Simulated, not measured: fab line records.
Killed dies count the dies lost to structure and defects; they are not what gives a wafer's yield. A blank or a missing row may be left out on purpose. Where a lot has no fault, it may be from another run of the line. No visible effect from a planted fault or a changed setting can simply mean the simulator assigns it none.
Matching of chambers -- flow n5_finfet -- rie_diel-06 running N5_BEOL_M12_ETCH_67: 4 sister chambers
The step etches SiARC in CF4, target depth 143 nm, time 238.3 s. 8 wafers are shown with their chamber, then 10 later ones without.

== EACH WAFER AND ITS CHAMBER ==
wafer,chamber,showerhead_plenum_p_Torr (Torr),throttle_valve_pct (%)
L076.1,2,2.06,15.69
L081.4,1,2.16,15.69
L081.5,1,2.16,15.70
L080.2,0,2.20,15.90
L080.3,3,2.06,15.29
L080.4,2,2.05,15.71
L085.1,3,2.06,15.31
L085.4,0,2.20,15.93

== WAFERS MISSING THEIR CHAMBER ==
wafer,showerhead_plenum_p_Torr (Torr),throttle_valve_pct (%)
L085.5,2.16,15.70
L088.1,2.16,15.73
L088.2,2.19,15.94
L088.4,2.05,15.76
L093.4,2.15,15.73
L093.5,2.19,15.94
L093.6,2.05,15.31
L092.1,2.15,15.74
L092.2,2.05,15.32
L092.5,2.19,15.96

== CHAMBER TAKEN BY EACH ==
wafer,from the rows above,in truth
L085.5,1,1
L088.1,1,1
L088.2,0,0
L088.4,2,2
L093.4,1,1
L093.5,0,0
L093.6,3,3
L092.1,1,1
L092.2,3,3
L092.5,0,0
Correctly placed: 10 of 10. Number that these rows cannot place: 0. 0 placed wrongly.
How it was worked out, from the rows above alone: a wafer's distance from a chamber is the root of the sum, over the readings, of the square of ((its reading less the chamber's mean) divided by the reading's scatter). The wafer belongs to the nearest chamber; if the next one is less than 2 further off, it can't be placed. For every chamber, the mean is computed from those of its wafers that are shown. How the scatter is found: for the shown wafers, subtract from each reading the mean of its chamber, square and add these, divide the total by (wafers less chambers), then take the root.
